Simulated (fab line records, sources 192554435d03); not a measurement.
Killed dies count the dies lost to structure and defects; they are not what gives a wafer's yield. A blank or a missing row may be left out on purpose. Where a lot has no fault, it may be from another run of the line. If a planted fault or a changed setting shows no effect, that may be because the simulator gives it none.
Split-lot study + flow n5_finfet + 7 lots, 39 wafers read, on a route of 1938 steps

== THE SPLIT ITSELF ==
At N5_FIN_CUT_CUT_ETCH_26 (etches SiNx in CH3F/O2, target depth 39 nm, time 55.7 s), the setting target_depth_a was moved away from the recipe's 390 angstrom on 15 of the 39 wafers read, by +6.8% to +9.8%. For the rest of the wafers, this setting stayed at what the recipe calls for.

The reading is taken at the split's own step.

== THE READING ==
etch.depth_nm (the simulator's own value, which no gauge read), in nm, at N5_FIN_CUT_CUT_ETCH_26 (etches SiNx in CH3F/O2, target depth 39 nm, time 55.7 s). The file does not state a usual value for it. Across the 24 wafers here that went through the recipe, the average is 39.04 nm and the standard deviation 0.83 nm.

| wafer  | tool, chamber at the split | target_depth_a as run, angstrom | against the recipe | etch.depth_nm, nm | against lot-mates on the recipe |
|--------|----------------------------|---------------------------------|--------------------|-------------------|---------------------------------|
| L077.1 | rie_diel-06, 1             | 418.2                           | +7.2%              | 42.26             | +1.97                           |
| L077.2 | rie_diel-06, 0             | 390                             | recipe             | 40.53             | -                               |
| L077.3 | rie_diel-06, 3             | 418.2                           | +7.2%              | 42.24             | +1.95                           |
| L077.4 | rie_diel-06, 2             | 390                             | recipe             | 40.59             | -                               |
| L077.5 | rie_diel-06, 0             | 418.2                           | +7.2%              | 43.29             | +3.00                           |
| L077.6 | rie_diel-06, 3             | 390                             | recipe             | 39.74             | -                               |
| L078.1 | rie_diel-02, 2             | 416.5                           | +6.8%              | 40.77             | +1.84                           |
| L078.2 | rie_diel-02, 1             | 390                             | recipe             | 39.07             | -                               |
| L078.3 | rie_diel-02, 3             | 416.5                           | +6.8%              | 41.33             | +2.40                           |
| L078.4 | rie_diel-02, 1             | 390                             | recipe             | 39.01             | -                               |
| L078.5 | rie_diel-02, 3             | 390                             | recipe             | 38.71             | -                               |
| L078.6 | rie_diel-02, 2             | 416.5                           | +6.8%              | 40.61             | +1.68                           |
| L080.1 | rie_diel-02, 3             | 390                             | recipe             | 38.27             | -                               |
| L080.3 | rie_diel-02, 0             | 390                             | recipe             | 38.86             | -                               |
| L080.6 | rie_diel-02, 2             | 390                             | recipe             | 37.99             | -                               |
| L082.1 | rie_diel-06, 0             | 428.4                           | +9.8%              | 44.62             | +5.00                           |
| L082.2 | rie_diel-06, 1             | 390                             | recipe             | 39.17             | -                               |
| L082.3 | rie_diel-06, 2             | 390                             | recipe             | 40.14             | -                               |
| L082.4 | rie_diel-06, 3             | 428.4                           | +9.8%              | 43.42             | +3.80                           |
| L082.5 | rie_diel-06, 1             | 390                             | recipe             | 39.55             | -                               |
| L082.6 | rie_diel-06, 2             | 428.4                           | +9.8%              | 44.48             | +4.86                           |
| L090.1 | rie_diel-02, 1             | 425.5                           | +9.1%              | 42.04             | +3.17                           |
| L090.2 | rie_diel-02, 0             | 425.5                           | +9.1%              | 43                | +4.13                           |
| L090.3 | rie_diel-02, 2             | 390                             | recipe             | 38.5              | -                               |
| L090.4 | rie_diel-02, 3             | 390                             | recipe             | 39.09             | -                               |
| L090.5 | rie_diel-02, 3             | 390                             | recipe             | 39.02             | -                               |
| L090.6 | rie_diel-02, 0             | 425.5                           | +9.1%              | 43.34             | +4.47                           |
| L093.1 | rie_diel-01, 3             | 390                             | recipe             | 37.65             | -                               |
| L093.2 | rie_diel-01, 0             | 390                             | recipe             | 40.08             | -                               |
| L093.3 | rie_diel-01, 1             | 390                             | recipe             | 38.55             | -                               |
| L093.4 | rie_diel-01, 2             | 390                             | recipe             | 39.16             | -                               |
| L093.5 | rie_diel-01, 0             | 390                             | recipe             | 40.38             | -                               |
| L093.6 | rie_diel-01, 1             | 390                             | recipe             | 38.36             | -                               |
| L095.1 | rie_diel-02, 3             | 390                             | recipe             | 37.91             | -                               |
| L095.2 | rie_diel-02, 0             | 418.5                           | +7.3%              | 41.97             | +3.76                           |
| L095.3 | rie_diel-02, 1             | 418.5                           | +7.3%              | 41.24             | +3.03                           |
| L095.4 | rie_diel-02, 2             | 418.5                           | +7.3%              | 41.23             | +3.02                           |
| L095.5 | rie_diel-02, 0             | 390                             | recipe             | 38.41             | -                               |
| L095.6 | rie_diel-02, 3             | 390                             | recipe             | 38.31             | -                               |

FIT RESULTS
A straight line over all 39 wafers: etch.depth_nm changes by +0.43 nm for each +1% of target_depth_a; r = +0.90; the points scatter about the line by 0.86 nm.
The same after taking each lot's own level away (the mean of its wafers on the recipe; 39 wafers): +0.41 nm for each +1%; r = +0.94; scatter 0.63 nm.
That fit puts the effect of the largest move of target_depth_a on the reading at 4 nm.
Measured against the standard deviation above, the lots' own levels, which go from 38.210 to 40.287 nm, span 2.5 times it.
The two slopes are in agreement: the lot-to-lot level therefore moves the slope only a little.
Check: with one of the wafers moved furthest among these (+9.8%) left out of the fit, the line predicts +3.89 nm for it against its lot-mates. Against them it came out at +5 nm.

== THE OTHER SPLITS THESE WAFERS WENT THROUGH ==
Other splits were also applied to these wafers ahead of the reading. Each is held against what the fit with the lots' levels taken away leaves over:
| other split on the same wafers | wafers away from the commonest value | r with etch.depth_nm (lot level and that fit taken away) |
|--------------------------------|--------------------------------------|----------------------------------------------------------|
| N5_FIN_SAQP_EXPOSE_13 dose_mj  | 15                                   | -0.05                                                    |

== THE FILE'S OWN FIT ==
etch.depth_nm changes by +0.406 nm for each +1% of target_depth_a, r = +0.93.
